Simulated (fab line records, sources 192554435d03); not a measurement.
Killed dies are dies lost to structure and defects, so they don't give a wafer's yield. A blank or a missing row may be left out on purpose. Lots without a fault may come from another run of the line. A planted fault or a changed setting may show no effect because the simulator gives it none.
A struck lot beside a sound one | flow n5_finfet | 39 steps out of a route of 1938
Sound: wafers L500.1, L500.3, L500.5. Struck: wafers L492.1, L492.3, L492.4. The cause comes at the end.
At each step with rows: each side's tool, then ch and its chambers, then its first start. Under that, the readings that differ: sound wafers | struck wafers | difference of the means | sigmas: that difference in standard deviations of wafers without a fault.
alike: readings whose means differ by less than 2 such deviations, and words and numbers that are the same on both sides. not compared: withheld readings, readings that some wafer has no value for, bounds like >300 that may hide the same value, and numbers for which the record gives no deviation and whose values overlap.
The two part at a step that has a row with sigmas, a row that says differs or no value, or rows on one side only. Numbers that don't overlap but have no deviation are shown without sigmas and don't part them. A reading that every wafer of one side lacks parts them only if that side has two wafers or more.

first, 11 steps without rows for these wafers: N5_BEOL_M3_STRIP_65 (strips in N2/H2); N5_BEOL_M3_STRIP_75 (strips in N2/H2); N5_BEOL_M3_STRIP_66 (strips in CF4); N5_BEOL_M3_HM_OPEN_17 (chemistry Cl2/BCl3, target TiN, target depth 20 nm, overetch 6 nm); N5_BEOL_M3_STRIP_19 (strips in O2); N5_BEOL_M3_COAT_67 (time 60 s, resist thk 60 nm); N5_BEOL_M3_COAT_68 (time 60 s, resist thk 12 nm); N5_BEOL_M3_COAT_76 (time 60 s, resist thk 5 nm); N5_BEOL_M3_COAT_22 (resist thk 30 nm); N5_BEOL_M3_EBR_24; N5_BEOL_M3_SOFTBAKE_23 (time 60 s).
N5_BEOL_M3_EXPOSE_25: exposes mask V2, defocus 5 nm.
  sound on euv_scanner-02 ch 0, day 11 02:55; struck on euv_scanner-01 ch 0, day 8 19:08
  reading              | sound          | struck         | difference | sigmas
  exposure_dose_mJ_cm2 | 63.0 62.9 63.0 | 59.9 60.0 60.0 | -3.0       | -4
  alike: mask
then, 2 steps without rows for these wafers: N5_BEOL_M3_PEB_26 (peb time 60 s); N5_BEOL_M3_DEVELOP_27 (develop time 30 s).
N5_BEOL_M3_CD_MEAS_28: target cd 25.7 nm, target cd y 23.3 nm.
  sound on cd_sem-02 ch 0, day 11 03:03; struck on cd_sem-01 ch 0, day 8 19:17
  reading    | sound             | struck            | difference | sigmas
  cd_nm (nm) | 25.69 25.67 25.83 | 24.36 24.21 24.02 | -1.53      | -7
then, 22 steps without rows for these wafers: N5_BEOL_M3_DESCUM_33 (chemistry O2, time 7 s); N5_BEOL_M3_ETCH_77 (etches underlayer in N2/H2, target depth 6.5 nm, time 5.2 s); N5_BEOL_M3_ETCH_69 (etches SiARC in CF4, target depth 15.6 nm, time 26 s); N5_BEOL_M3_ALD_98 (deposits SiO2, target thk 2.5 nm, pulse time 1 s, co reactant pulse time 1 s); N5_BEOL_M3_ETCHBACK_99 (etches SiO2 in CHF3, target depth 5 nm, time 10.4 s); N5_BEOL_M3_ETCH_70 (etches SOC in N2/H2, target depth 80 nm, overetch 16 nm, time 120 s); N5_BEOL_M3_STRIP_71 (strips in N2/H2); N5_BEOL_M3_STRIP_78 (strips in N2/H2); N5_BEOL_M3_VIA_ETCH_34 (etches the open film in C4F6/O2, target depth 69.4 nm, time 65.9 s); N5_BEOL_M3_STRIP_83 (strips in C4F6/O2); N5_BEOL_M3_STRIP_36 (strips in N2/H2); N5_BEOL_M3_TRENCH_ETCH_37 (etches SiOC in C4F6/O2, target depth 55.555 nm, time 29.2 s); N5_BEOL_M3_ETCH_41 (etches SiCN in CH3F/O2, target depth 29.9 nm, time 52.5 s); N5_BEOL_M3_STRIP_97 (strips in N2/H2, time 10 s); N5_BEOL_M3_HM_STRIP_39 (strips TiN in peroxide tin strip, target depth 25 nm, time 158 s); N5_BEOL_M3_SRD_40 (time 30 s); N5_BEOL_M3_PRECLEAN_42 (cleans in residue remover, time 60 s); N5_BEOL_M3_SRD_43 (time 30 s); N5_BEOL_M3_DEGAS_44 (time 60 s); N5_BEOL_M3_PRE_CLEAN_45 (time 30 s); N5_BEOL_M3_ALD_84 (deposits TaN, pulse time 2 s, purge time 3 s, co reactant purge time 2 s); N5_BEOL_M3_SURFACE_TREAT_85.
N5_BEOL_M4_RC_MEAS_101:
  sound on prober-02 ch 0, day 12 06:04; struck on prober-01 ch 0, day 9 22:17
  reading                      | sound       | struck      | difference | sigmas
  CHAIN_V2 (ohm/link)          | 232 229 220 | 260 251 264 | +31        | +4
  CHAIN_V2_max_site (ohm/link) | 241 234 225 | 270 267 270 | +36        | +4
  alike: DIBL_N, DIBL_P, IOFF_N, IOFF_P, ION_N, ION_P, SS_N, SS_P, VT_N, VT_P
then, 1 step without rows for these wafers: N5_PASSIVATION_PROBE_49.

WHERE THEY PART
First at N5_BEOL_M3_EXPOSE_25; last, within this record, at N5_BEOL_M4_RC_MEAS_101.

WHY: what the simulator had put in
Process parameter drift: euv_scanner-01, from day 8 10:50 on, at N5_BEOL_M3_EXPOSE_25. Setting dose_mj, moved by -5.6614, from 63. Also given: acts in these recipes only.
